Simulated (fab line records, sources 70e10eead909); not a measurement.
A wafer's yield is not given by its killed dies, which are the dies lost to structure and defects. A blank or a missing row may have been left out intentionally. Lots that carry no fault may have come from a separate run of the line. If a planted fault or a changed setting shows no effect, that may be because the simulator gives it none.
Chamber matching ; flow nand-harc ; pecvd-02 running NHARC_P_M0_PRE_CLEAN_31: 3 sister chambers
The step time 12 s. 3 wafers are shown with their chamber, then 9 later ones without.

## WAFERS, EACH WITH ITS CHAMBER
wafer;chamber;heater-power-w (W)
L088.1;0;761
L088.2;2;514
L088.3;1;626

## WAFERS WHOSE CHAMBER IS MISSING
wafer;heater-power-w (W)
L090.2;531
L090.5;757
L090.6;744
L092.1;550
L092.4;541
L092.6;676
L095.1;793
L095.4;532
L095.5;702

## WHICH CHAMBER EACH WENT THROUGH
wafer;from the rows above;in truth
L090.2;2;2
L090.5;0;0
L090.6;0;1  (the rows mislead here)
L092.1;can't be placed: 2 or 1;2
L092.4;can't be placed: 2 or 1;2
L092.6;can't be placed: 1 or 0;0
L095.1;0;0
L095.4;2;2
L095.5;can't be placed: 0 or 1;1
Placed correctly: 4 of 9. Unplaceable from these rows: 4, with the true chamber sitting among the candidates in 4. Number placed wrongly: 1.
How it was worked out, from the rows above alone: a wafer's distance from a chamber is the root of the sum, over the readings, of the square of ((its reading less the chamber's mean) divided by the reading's scatter). If the next closest chamber is less than 2 further off than the closest, the wafer can't be placed; otherwise it belongs to the closest. Each chamber's mean is taken over the wafers shown for it. The scatter (one wafer shown for each chamber): square how far every hidden wafer sits from the nearest shown wafer, average those squares and take the square root.
